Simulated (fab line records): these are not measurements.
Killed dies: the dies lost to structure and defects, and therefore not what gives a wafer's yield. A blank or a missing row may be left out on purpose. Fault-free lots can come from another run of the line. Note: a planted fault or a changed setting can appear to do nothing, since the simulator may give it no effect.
Matching of chambers ; flow n5Finfet ; 4 sister chambers for N5_SD_EPI_N_ETCHBACK_44 on rieDiel-02
The step etches SiNx in CH3F/O2, stops on SiO2, target depth 14.5 nm. 4 wafers are shown with their chamber, then 7 later ones without.

== WAFERS WITH THEIR CHAMBER ==
wafer;chamber;drypumpMotorCurrentA (A)
L083.2;2;6.1
L083.5;0;5.5
L088.2;3;5.8
L088.3;1;6.5

== WAFERS WITHOUT THEIR CHAMBER ==
wafer;drypumpMotorCurrentA (A)
L088.5;5.8
L092.4;5.8
L092.5;6.1
L092.6;5.9
L097.1;6.5
L097.3;6.1
L097.6;6.5

== CHAMBER TAKEN BY EACH ==
wafer;from the rows above;in truth
L088.5;3;3
L092.4;3;3
L092.5;2;2
L092.6;3;3
L097.1;1;1
L097.3;2;2
L097.6;1;1
Placed correctly: 7 of 7. From these rows, 0 cannot be placed. Wrongly placed: 0.
How it was worked out, from the rows above alone: a wafer's distance from a chamber is the root of the sum, over the readings, of the square of ((its reading less the chamber's mean) divided by the reading's scatter). If the next closest chamber is less than 2 further off than the closest, the wafer can't be placed; otherwise it belongs to the closest. For every chamber, the mean is computed from those of its wafers that are shown. The scatter (one wafer shown for each chamber): square how far every hidden wafer sits from the nearest shown wafer, average those squares and take the square root.
